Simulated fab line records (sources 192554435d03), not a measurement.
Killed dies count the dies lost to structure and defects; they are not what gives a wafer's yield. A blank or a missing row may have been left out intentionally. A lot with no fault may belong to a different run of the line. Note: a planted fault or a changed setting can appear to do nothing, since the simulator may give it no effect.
Matching of chambers	flow n5_finfet	ald_sin-04 running N5_GATE_CUT_SAC_CAP_01: 4 sister chambers
The step material SiNx, target thk 24 nm, pulse time 1 s, ald cycles 480. 27 wafers are shown with their chamber, then 12 later ones without.

WAFERS WITH THEIR CHAMBER
wafer	chamber	heater_power_w (W)	precursor_pulse_height_rel
L078.1	0	873	1.034
L078.2	2	898	1.017
L078.3	1	823	0.963
L078.4	3	820	0.997
L078.5	1	822	0.992
L078.6	2	873	0.978
L079.1	2	899	0.994
L079.2	3	811	0.992
L079.6	1	814	0.962
L083.1	2	887	0.994
L083.2	0	857	0.964
L083.5	3	801	0.996
L084.2	3	820	0.979
L084.4	3	804	0.974
L084.5	1	835	1.012
L085.1	3	791	0.967
L085.3	1	836	1.024
L085.5	0	849	1.024
L086.1	0	853	0.997
L086.2	2	899	0.997
L086.3	3	822	0.982
L086.4	1	836	1.014
L086.5	1	840	0.987
L086.6	0	856	0.987
L092.2	3	804	1.024
L092.4	0	866	1.015
L092.5	1	823	0.997

SIGNATURES (averages over the wafers above)
reading	chamber 0	chamber 1	chamber 2	chamber 3	scatter within a chamber
heater_power_w	859.00	828.62	891.20	809.12	10.1
precursor_pulse_height_rel	1.00350	0.99387	0.99600	0.98887	0.0209
Rule: for each reading, subtract the chamber's mean from the wafer's reading, divide by that reading's scatter and square the result; add these up over the readings and take the root, which gives the wafer's distance from the chamber. The wafer belongs to the nearest chamber; if the next one is less than 2 further off, it can't be placed. The scatter: the root of (the sum of the squares of (reading less its chamber's mean) over the shown wafers, divided by (wafers less chambers)).

WAFERS WITHOUT THEIR CHAMBER
wafer	heater_power_w (W)	precursor_pulse_height_rel
L095.1	821	1.012
L095.2	897	0.952
L095.3	840	1.022
L095.4	830	1.020
L095.5	813	0.993
L095.6	897	1.004
L096.1	890	1.023
L096.2	829	1.001
L096.3	854	1.044
L096.4	814	0.996
L096.5	869	0.970
L096.6	827	1.016

WHICH CHAMBER EACH WENT THROUGH
wafer	from the rows above	in truth
L095.1	can't be placed: 1 or 3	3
L095.2	2	2
L095.3	can't be placed: 1 or 0 or 3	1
L095.4	can't be placed: 1 or 3 or 0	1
L095.5	can't be placed: 3 or 1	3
L095.6	2	2
L096.1	can't be placed: 2 or 0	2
L096.2	can't be placed: 1 or 3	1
L096.3	can't be placed: 0 or 1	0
L096.4	can't be placed: 3 or 1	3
L096.5	can't be placed: 0 or 2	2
L096.6	can't be placed: 1 or 3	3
Placed correctly: 2 of 12. Cannot be placed on the basis of these rows: 10; the candidates contain the true chamber in 10. Number placed wrongly: 0.
